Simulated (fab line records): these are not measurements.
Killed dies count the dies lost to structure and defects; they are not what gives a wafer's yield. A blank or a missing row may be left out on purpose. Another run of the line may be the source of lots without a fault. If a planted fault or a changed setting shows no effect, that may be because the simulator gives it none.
fab line records ; flow nand-harc
[record] lots = 13; wafers = 36; last-day = 25
route steps=1159 shown A_STAIRCASE@553 END@1159
lots untouched by any fault: they come from a run of this same line in which no faults occurred
start-h: the number of hours between the record's first day and the start of the first shown wafer of the lot ; wait-h: hours from the lot's prior step to this one ; " identical to the entry in the row above ; L1.1+2: a row that stands for several wafers ; - value missing, or start not given ; * or withheld: withheld ; < > ~ a bound
route shown NAME@n: a module of which the file shows steps, and the number in the route of the first ; usual: average and standard deviation across the fault-free wafers ; same: alike in all rows ; chamber/n: place in a boat ; sites: readings site by site ; _std_site: standard deviation across them ; _edge_site: outer sites' mean less inner sites' ; radius-mm: for every site, how far away it sits from the centre of the wafer ; mask NAME#n: copy n ; behind: the last tool/chamber to shape the wafer ; hold: reason for holding the lot/hours on hold/outcome of the hold ; device: the transistor (n, p or np) that didn't switch ; end of line: the route-end tests of the same wafers ; where a step has no rows: the recipe by itself ; killed: dies that structure and defects cost at the first sort, which is not the same as the wafer's yield ; map: dies across one wafer; x = killed, . = not, _ = none there
set.NAME: the setting the step ran with; set.NAME@STEP: the setting that earlier step ran with ; model.NAME: the simulator's own value behind a step, which no gauge read
steps of the route over a sample of lots; a table a step, a row a wafer
services: a tool's chamber out of use, with start hour (start-h, from the record's first day; less than 0 if before it), hours out, and reason
[[steps]]
[step NHARC_A_STAIRCASE_ETCH_17]
[recipe] target-depth-a = 1000; time-s = 40.5; ion-energy-ev = 400; c4f8-flow-sccm = 20; o2-flow-sccm = 10; ar-flow-sccm = withheld; rf-w = 600; bias-w = 1000; chemistry = C4F8/O2
[usual] oes-product-au = 0.940/0.014; rf-vpp-V = 895/5.8
[same] time-s = 40.5
lot.wafer;tool;chamber;start-h;wait-h;oes-product-au;rf-hours-counter-h;rf-vpp-V
L781.2;rie-diel-10;2;-;-;0.941;20;892
L781.5;rie-diel-10;3;-;-;0.939;-;899
L781.4;rie-diel-10;1;-;-;0.941;-;888
L780.2;rie-diel-13;2;-;-;0.964;53;902
L780.4;rie-diel-13;0;-;-;0.985;54;887
L780.5;rie-diel-13;3;-;-;0.947;-;889
L782.1;rie-diel-10;2;-;-;0.953;30;892
L782.2;rie-diel-10;3;-;-;0.933;33;900
L782.5;rie-diel-10;3;-;-;0.937;-;899
L784.3;rie-diel-11;1;-;-;0.921;28;889
L784.1;rie-diel-11;3;-;-;0.944;27;893
L784.5;rie-diel-11;1;-;-;0.922;-;889
L786.3;rie-diel-10;1;-;-;0.933;40;885
L786.4;rie-diel-10;3;-;-;0.929;40;900
L786.5;rie-diel-10;2;-;-;0.940;-;893
L788.2;rie-diel-11;0;-;-;0.946;34;898
L788.3;rie-diel-11;2;-;-;0.931;9;899
L788.5;rie-diel-11;3;-;-;0.953;-;893
L787.2;rie-diel-11;0;-;-;0.941;37;897
L787.3;rie-diel-11;1;-;-;0.921;38;889
L787.5;rie-diel-11;1;-;-;0.918;-;888
L791.2;rie-diel-11;3;-;-;0.936;39;893
L791.1;rie-diel-11;1;-;-;0.923;42;888
L791.6;rie-diel-11;0;-;-;0.936;-;898
L795.2;rie-diel-10;2;-;-;0.938;61;892
L795.5;rie-diel-10;1;-;-;0.941;-;885
L797.2;rie-diel-10;2;-;-;0.938;64;893
L797.5;rie-diel-10;0;-;-;0.927;-;903
L798.3;rie-diel-10;3;-;-;0.921;68;899
L798.5;rie-diel-10;3;-;-;0.930;-;898
L801.4;rie-diel-13;0;-;-;0.964;34;905
L801.2;rie-diel-13;1;-;-;0.947;36;892
L801.5;rie-diel-13;0;-;-;0.962;-;905
L803.3;rie-diel-11;1;-;-;0.941;5;888
L803.4;rie-diel-11;0;-;-;0.923;4;896
L803.6;rie-diel-11;1;-;-;0.935;-;888
[step NHARC_A_STAIRCASE_TRIM_18]
[recipe] time-s = 211.2; o2-flow-sccm = 500; ar-flow-sccm = 0; bias-w = 0; chemistry = O2
[usual] drypump-motor-current-A = 5.8/0.45; oes-product-au = 1.002/0.014; rf-vpp-V = 57.7/0.89; showerhead-plenum-p-Torr = 3.52/0.15; throttle-valve-pct = 17.036/0.0081
[same] time-s = 211.2
lot.wafer;tool;chamber;start-h;wait-h;drypump-motor-current-A;oes-product-au;rf-hours-counter-h;rf-vpp-V;showerhead-plenum-p-Torr;throttle-valve-pct
L781.2;rie-diel-10;3;230.07;-;6.0;0.999;23;58.3;3.63;17.042
L781.4;rie-diel-10;2;230.07;-;5.6;1.017;-;59.3;3.44;17.037
L781.5;rie-diel-10;3;230.07;-;6.0;0.997;-;58.3;3.63;17.040
L780.4;rie-diel-13;2;234.31;-;5.5;1.014;53;58.4;3.69;17.036
L780.2;rie-diel-13;3;234.31;-;5.0;1.003;47;57.3;3.34;17.041
L780.5;rie-diel-13;3;234.31;-;4.9;0.999;-;57.5;3.34;17.020
L782.2;rie-diel-10;1;251.24;-;6.3;1.014;33;56.3;3.27;17.040
L782.1;rie-diel-10;2;251.24;-;5.6;1.007;31;58.6;3.43;17.033
L782.5;rie-diel-10;1;251.24;-;6.3;1.015;-;56.6;3.27;17.030
L784.1;rie-diel-11;2;259.46;-;6.5;0.990;3;56.6;3.58;17.032
L784.3;rie-diel-11;3;259.46;-;5.9;1.000;27;57.0;3.49;17.050
L784.5;rie-diel-11;0;259.46;-;6.1;0.984;-;57.7;3.57;17.036
L786.3;rie-diel-10;2;270.25;-;5.5;1.020;38;58.2;3.43;17.050
L786.4;rie-diel-10;1;270.25;-;6.3;1.000;40;56.8;3.27;17.039
L786.5;rie-diel-10;2;270.25;-;5.6;1.012;-;59.1;3.43;17.041
L788.3;rie-diel-11;3;280.04;-;5.9;1.004;33;57.1;3.49;17.044
L788.2;rie-diel-11;0;280.04;-;6.1;1.007;34;59.0;3.57;17.042
L788.5;rie-diel-11;3;280.04;-;5.9;1.006;-;58.0;3.49;17.040
L787.2;rie-diel-11;3;284.07;-;5.9;0.994;35;58.6;3.49;17.020
L787.3;rie-diel-11;0;284.07;-;6.1;0.997;37;57.7;3.56;17.038
L787.5;rie-diel-11;3;284.07;-;5.9;0.999;-;57.6;3.49;17.032
L791.2;rie-diel-11;2;291.47;-;6.5;1.000;16;57.2;3.57;17.035
L791.1;rie-diel-11;3;291.47;-;5.9;1.007;40;57.4;3.48;17.033
L791.6;rie-diel-11;2;291.47;-;6.5;1.002;-;58.0;3.57;17.036
L795.2;rie-diel-10;2;327.32;-;5.6;1.227;61;57.8;3.41;17.029
L795.5;rie-diel-10;3;327.32;-;6.0;1.201;-;56.9;3.61;17.039
L797.2;rie-diel-10;0;340.91;-;6.3;1.205;32;58.4;3.71;17.036
L797.5;rie-diel-10;0;340.91;-;6.3;1.210;-;58.2;3.72;17.036
L798.3;rie-diel-10;3;341.13;-;6.0;0.998;68;57.1;3.60;17.026
L798.5;rie-diel-10;2;341.13;-;5.6;1.223;-;54.9;3.41;17.032
L801.4;rie-diel-13;3;376.38;-;4.9;1.029;33;55.6;3.32;17.046
L801.2;rie-diel-13;0;376.38;-;5.3;1.028;34;59.5;3.79;17.042
L801.5;rie-diel-13;1;376.38;-;5.6;1.010;-;55.8;3.42;17.029
L803.4;rie-diel-11;0;388.37;-;6.1;0.986;4;57.4;3.55;17.051
L803.3;rie-diel-11;2;388.37;-;6.5;0.990;6;57.2;3.55;17.044
L803.6;rie-diel-11;1;388.37;-;5.2;1.009;-;56.8;3.31;17.032
[step NHARC_A_STAIRCASE_TRIM_20]
[recipe] time-s = 211.2; o2-flow-sccm = 500; ar-flow-sccm = 0; bias-w = 0; chemistry = O2
[usual] drypump-motor-current-A = 5.7/0.48; oes-product-au = 1.000/0.016; rf-vpp-V = 57.7/0.8; showerhead-plenum-p-Torr = 3.50/0.15; throttle-valve-pct = 17.036/0.0094
[same] time-s = 211.2
lot.wafer;tool;chamber;start-h;wait-h;drypump-motor-current-A;oes-product-au;rf-hours-counter-h;rf-vpp-V;showerhead-plenum-p-Torr;throttle-valve-pct
L781.2;rie-diel-11;3;230.41;0.1;5.9;1.011;14;57.5;3.50;17.032
L781.5;rie-diel-11;3;230.41;0.1;5.9;1.000;-;56.8;3.50;17.028
L781.4;rie-diel-11;1;230.41;0.1;5.2;0.972;-;57.9;3.34;17.038
L780.4;rie-diel-13;1;234.68;0.1;5.6;0.989;55;57.5;3.45;17.027
L780.2;rie-diel-13;0;234.68;0.1;5.3;1.043;54;57.1;3.28;17.049
L780.5;rie-diel-13;2;234.68;0.1;5.4;1.020;-;57.0;3.69;17.056
L782.1;rie-diel-11;1;251.63;0.1;5.2;0.969;23;56.9;3.33;17.024
L782.2;rie-diel-11;3;251.63;0.1;5.9;1.005;23;57.2;3.49;17.030
L782.5;rie-diel-11;0;251.63;0.1;6.1;0.994;-;56.3;3.57;17.053
L784.1;rie-diel-13;2;259.81;0.1;5.4;1.017;63;57.8;3.69;17.040
L784.3;rie-diel-13;0;259.81;0.1;5.3;1.039;64;58.1;3.27;17.042
L784.5;rie-diel-13;2;259.81;0.1;5.5;1.022;-;58.2;3.69;17.049
L786.3;rie-diel-13;1;270.61;0.1;5.6;0.990;68;58.1;3.44;17.045
L786.4;rie-diel-13;3;270.61;0.1;5.0;1.006;60;56.6;3.34;17.054
L786.5;rie-diel-13;0;270.61;0.1;5.2;1.032;-;59.0;3.27;17.024
L788.2;rie-diel-11;3;280.44;0.1;5.9;1.005;33;57.6;3.49;17.040
L788.3;rie-diel-11;0;280.44;0.1;6.1;1.005;34;58.8;3.57;17.039
L788.5;rie-diel-11;3;280.44;0.1;5.9;1.008;-;58.2;3.49;17.037
L787.3;rie-diel-11;3;284.66;0.2;5.9;1.005;35;57.7;3.49;17.024
L787.2;rie-diel-11;1;284.66;0.2;5.2;0.974;38;58.3;3.33;17.049
L787.5;rie-diel-11;2;284.66;0.2;6.5;0.989;-;58.5;3.57;17.048
L791.1;rie-diel-10;3;291.82;0.1;6.0;0.991;50;58.6;3.61;17.043
L791.2;rie-diel-10;0;291.82;0.1;6.3;1.006;17;58.5;3.72;17.039
L791.6;rie-diel-10;0;291.82;0.1;6.3;1.000;-;57.2;3.72;17.045
L795.2;rie-diel-11;3;327.65;0.1;5.9;1.015;50;57.0;3.48;17.036
L795.5;rie-diel-11;1;327.65;0.1;5.2;0.981;-;57.0;3.32;17.040
L797.2;rie-diel-13;0;341.27;0.1;5.2;1.020;22;58.0;3.80;17.033
L797.5;rie-diel-13;0;341.27;0.1;5.2;1.023;-;60.5;3.80;17.038
L798.3;rie-diel-11;2;341.54;0.1;6.5;0.993;34;57.8;3.56;17.035
L798.5;rie-diel-11;3;341.54;0.1;5.9;1.004;-;57.8;3.47;17.027
L801.2;rie-diel-13;2;376.74;0.1;5.4;0.992;35;57.2;3.67;17.040
L801.4;rie-diel-13;3;376.74;0.1;5.0;1.020;33;57.1;3.32;17.025
L801.5;rie-diel-13;1;376.74;0.1;5.6;1.005;-;58.1;3.42;17.038
L803.4;rie-diel-11;1;388.72;0.1;5.2;1.017;5;56.9;3.31;17.023
L803.3;rie-diel-11;2;388.72;0.1;6.5;0.998;6;58.6;3.55;17.047
L803.6;rie-diel-11;1;388.72;0.1;5.2;1.021;-;57.3;3.31;17.041
[step NHARC_A_STAIRCASE_STRIP_175]
[recipe] power-w = 1500; temp-c = 250; chemistry = O2
[usual] drypump-motor-current-A = 5.7/0.31; heater-power-w = 324/26
lot.wafer;tool;chamber;start-h;wait-h;drypump-motor-current-A;heater-power-w;rf-hours-counter-h
L781.2;plasma-asher-02;0;231.71;0.1;5.3;337;13
L781.4;plasma-asher-02;0;231.71;0.1;5.3;342;-
L781.5;plasma-asher-02;1;231.71;0.1;6.1;307;-
L780.2;plasma-asher-02;1;236.48;0.2;6.1;307;16
L780.4;plasma-asher-02;1;236.48;0.2;6.1;309;-
L780.5;plasma-asher-02;0;236.48;0.2;5.3;338;-
L782.1;plasma-asher-01;0;254.74;0.1;5.5;297;49
L782.2;plasma-asher-01;1;254.74;0.1;5.7;352;49
L782.5;plasma-asher-01;0;254.74;0.1;5.5;297;-
L784.1;plasma-asher-01;0;260.90;0.1;5.5;304;51
L784.3;plasma-asher-01;0;260.90;0.1;5.5;307;-
L784.5;plasma-asher-01;1;260.90;0.1;5.7;349;-
L786.4;plasma-asher-02;0;271.81;0.2;5.3;332;-
L786.3;plasma-asher-02;1;271.81;0.2;6.1;308;-
L786.5;plasma-asher-02;0;271.81;0.2;5.3;332;-
L788.2;plasma-asher-02;0;282.54;1.0;5.3;339;34
L788.3;plasma-asher-02;0;282.54;1.0;5.3;344;-
L788.5;plasma-asher-02;0;282.54;1.0;5.3;339;-
L787.2;plasma-asher-01;1;287.09;0.1;5.7;356;0
L787.3;plasma-asher-01;1;287.09;0.1;5.7;359;-
L787.5;plasma-asher-01;1;287.09;0.1;5.7;354;-
L791.2;plasma-asher-01;1;292.88;0.1;5.7;350;2
L791.1;plasma-asher-01;0;292.88;0.1;5.5;276;2
L791.6;plasma-asher-01;0;292.88;0.1;5.5;277;-
L795.2;plasma-asher-02;0;328.74;0.1;5.3;344;50
L795.5;plasma-asher-02;0;328.74;0.1;5.3;335;-
L797.2;plasma-asher-01;1;342.36;0.1;5.7;358;17
L797.5;plasma-asher-01;1;342.36;0.1;5.7;358;-
L798.3;plasma-asher-01;0;342.75;0.2;5.5;280;-
L798.5;plasma-asher-01;0;342.75;0.2;5.5;279;-
L801.2;plasma-asher-01;1;377.79;0.1;5.7;349;31
L801.4;plasma-asher-01;1;377.79;0.1;5.7;358;-
L801.5;plasma-asher-01;0;377.79;0.1;5.5;289;-
L803.3;plasma-asher-02;1;389.86;0.2;6.1;318;-
L803.4;plasma-asher-02;0;389.86;0.2;5.3;339;-
L803.6;plasma-asher-02;0;389.86;0.2;5.3;329;-
[step NHARC_END_SORT_01]
[recipe] temp-c = 25
[usual] killed-at-array = 27/10; killed-at-other = 0.6/0.83; killed-at-periphery = 2.4/1.8; killed-dies = 30/10; killed-open = 3.3/1.7; killed-short = 1.8/1.4
[same] gross-dies = 677
lot.wafer;tool;chamber;start-h;wait-h;killed-at-array;killed-at-other;killed-at-periphery;killed-dies;killed-open;killed-short
L795.2;prober-02;0;522.94;2.8;327;1;3;331;3;2
L795.5;prober-02;0;525.36;3.7;282;0;3;285;1;2
L797.2;prober-01;0;544.74;2.8;347;2;2;351;5;1
L797.5;prober-01;0;547.14;3.7;267;1;2;270;5;2
L798.3;prober-02;0;545.55;3.1;43;0;1;44;4;4
L798.5;prober-02;0;547.15;3.7;370;0;2;372;4;2
// killed by level:class
L795.2 A_STAIRCASE:area-trim=298 A_CHANNEL_HOLE_D1:chamber-film-flake=21 A_SLIT:chamber-film-flake=2 A_CONTACT:chamber-film-flake=2 P_GATE:geometric-particle:open=1 P_M0:geometric-particle:short=1 A_SOURCE_PLATE:geometric-particle:open=1 A_SGD_CUT:geometric-particle:short=1
L795.5 A_STAIRCASE:area-trim=256 A_CHANNEL_HOLE_D1:chamber-film-flake=20 A_STAIRCASE:chamber-film-flake=2 A_CONTACT:chamber-film-flake=2 P_M1:geometric-particle:open=1 A_CHANNEL_FILL_D1:geometric-particle:short=1 A_SGD_CUT:geometric-particle:short=1 P_STI:chamber-film-flake=1
L797.2 A_STAIRCASE:area-trim=331 A_CHANNEL_HOLE_D1:chamber-film-flake=3 A_STAIRCASE:chamber-film-flake=3 A_CONTACT:chamber-film-flake=3 A_BLC:chamber-film-flake=2 THIN_TSV:chamber-film-flake=2 P_CONTACT:geometric-particle:open=1 A_SOURCE_PLATE:geometric-particle:open=1
L798.3 A_CHANNEL_HOLE_D1:chamber-film-flake=21 A_CONTACT:chamber-film-flake=7 A_STAIRCASE:chamber-film-flake=6 A_WL_FILL:geometric-particle:short=2 P_M0:geometric-particle:short=1 A_CHANNEL_FILL_D1:geometric-particle:short=1 A_WL_FILL:geometric-particle:open=1 A_CONTACT:geometric-particle:open=1
L797.5 A_STAIRCASE:area-trim=247 A_CHANNEL_HOLE_D1:chamber-film-flake=5 A_STAIRCASE:chamber-film-flake=4 A_BLC:chamber-film-flake=3 A_CONTACT:geometric-particle:open=2 A_CONTACT:chamber-film-flake=2 P_M0:geometric-particle:open=1 P_M0:geometric-particle:short=1
L798.5 A_STAIRCASE:area-trim=337 A_CHANNEL_HOLE_D1:chamber-film-flake=17 A_CONTACT:chamber-film-flake=10 A_WL_FILL:geometric-particle:open=2 A_STAIRCASE:chamber-film-flake=2 P_GATE:geometric-particle:short=1 P_GATE:geometric-particle:open=1 A_WL_FILL:geometric-particle:short=1
[[services]]
tool;chamber;start-h;hours;kind
rie-diel-10;2;206.85;1.4;repair
rie-diel-13;3;214.06;10.1;repair
rie-diel-11;0;223.21;-;clean
rie-diel-11;1;223.21;-;clean
rie-diel-11;2;223.21;-;clean
rie-diel-11;3;223.21;-;clean
rie-diel-11;-;237.80;0.4;repair
rie-diel-11;0;247.79;-;clean
rie-diel-11;1;247.79;-;clean
rie-diel-11;2;247.79;-;clean
rie-diel-11;3;247.79;-;clean
rie-diel-11;0;272.29;-;clean
rie-diel-11;1;272.29;-;clean
rie-diel-11;2;272.29;-;clean
rie-diel-11;3;272.29;-;clean
rie-diel-13;-;276.00;9.0;pm
plasma-asher-01;-;276.27;9.0;pm
rie-diel-11;0;296.81;-;clean
plasma-asher-02;-;342.55;0.5;repair
rie-diel-10;2;344.04;9.2;repair
rie-diel-10;-;353.50;9.0;pm
plasma-asher-02;-;360.00;9.0;pm
rie-diel-11;-;366.65;9.0;pm
rie-diel-10;3;373.61;6.9;repair
[[key]]
[first-sign] step = NHARC_A_STAIRCASE_TRIM_18; reading = oes-product-au; direction = up; sigmas = 15; usual = 1.002; struck = 1.213
[effect] step = NHARC_END_SORT_01; reading = killed-at-array; direction = up; sigmas = 28; usual = 27; struck = 319
[more-kills-born-at] NHARC_A_STAIRCASE_TRIM_18@rie-diel-10 = 1469
met-at NHARC_A_STAIRCASE_TRIM_18
struck-lots L795,L797,L798
struck-wafers L795.2,L795.5,L797.2,L797.5,L798.5
tester-left-out L795,L797,L798
not-acting-at NHARC_A_STAIRCASE_ETCH_17,NHARC_A_STAIRCASE_TRIM_20,NHARC_A_STAIRCASE_STRIP_175
onset-between 270.25 327.32
[fault] kind = process-parameter-drift; tool = rie-diel-10; chamber = -; onset-h = 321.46; steps = NHARC_A_STAIRCASE_TRIM_18; channel = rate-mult; offset = 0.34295; shape = step; end-h = 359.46; scope = struck-wafers-only
// tester-left-out: of these lots the tester's yield and bins aren't shown, on N5 and GAA mostly nor the transistor test; their killed dies are dies lost to structure and defects alone, not to doping, threshold or leakage, so they don't give the yield
